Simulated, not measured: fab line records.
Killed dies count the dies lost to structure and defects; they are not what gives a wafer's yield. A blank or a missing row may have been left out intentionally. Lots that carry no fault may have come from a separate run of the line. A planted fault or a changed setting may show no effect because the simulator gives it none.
Chamber matching + flow n5Finfet + N5_BEOL_M1_DESCUM_16 on rieDiel-01 has 4 sister chambers
The step chemistry O2, time 7 s. 8 wafers are shown with their chamber, then 12 later ones without.

EACH WAFER AND ITS CHAMBER
| wafer  | chamber | drypumpMotorCurrentA (A) | showerheadPlenumPTorr (Torr) |
|--------|---------|--------------------------|------------------------------|
| L089.2 | 2       | 5.9                      | 2.14                         |
| L089.3 | 1       | 6.5                      | 2.12                         |
| L089.6 | 3       | 5.0                      | 2.01                         |
| L090.1 | 2       | 6.0                      | 2.14                         |
| L090.2 | 3       | 5.0                      | 2.01                         |
| L091.2 | 1       | 6.5                      | 2.12                         |
| L091.4 | 0       | 6.0                      | 2.02                         |
| L091.5 | 0       | 6.0                      | 2.03                         |

WAFERS WITH NO CHAMBER GIVEN
| wafer  | drypumpMotorCurrentA (A) | showerheadPlenumPTorr (Torr) |
|--------|--------------------------|------------------------------|
| L092.1 | 5.9                      | 2.14                         |
| L092.4 | 6.5                      | 2.12                         |
| L092.6 | 6.0                      | 2.02                         |
| L093.1 | 5.0                      | 2.00                         |
| L093.3 | 5.9                      | 2.14                         |
| L093.5 | 6.0                      | 2.02                         |
| L094.1 | 5.9                      | 2.14                         |
| L094.2 | 5.0                      | 2.00                         |
| L094.5 | 6.5                      | 2.12                         |
| L097.2 | 6.0                      | 2.02                         |
| L097.3 | 6.5                      | 2.12                         |
| L097.6 | 5.0                      | 2.00                         |

THE CHAMBER EACH PASSED THROUGH
| wafer  | from the rows above | in truth |
|--------|---------------------|----------|
| L092.1 | 2                   | 2        |
| L092.4 | 1                   | 1        |
| L092.6 | 0                   | 0        |
| L093.1 | 3                   | 3        |
| L093.3 | 2                   | 2        |
| L093.5 | 0                   | 0        |
| L094.1 | 2                   | 2        |
| L094.2 | 3                   | 3        |
| L094.5 | 1                   | 1        |
| L097.2 | 0                   | 0        |
| L097.3 | 1                   | 1        |
| L097.6 | 3                   | 3        |
Correctly placed: 12 of 12. Not placeable from these rows: 0. Wrongly placed: 0.
How it was worked out, from the rows above alone: a wafer's distance from a chamber is the root of the sum, over the readings, of the square of ((its reading less the chamber's mean) divided by the reading's scatter). If the next closest chamber is less than 2 further off than the closest, the wafer can't be placed; otherwise it belongs to the closest. For every chamber, the mean is computed from those of its wafers that are shown. How the scatter is found: for the shown wafers, subtract from each reading the mean of its chamber, square and add these, divide the total by (wafers less chambers), then take the root.
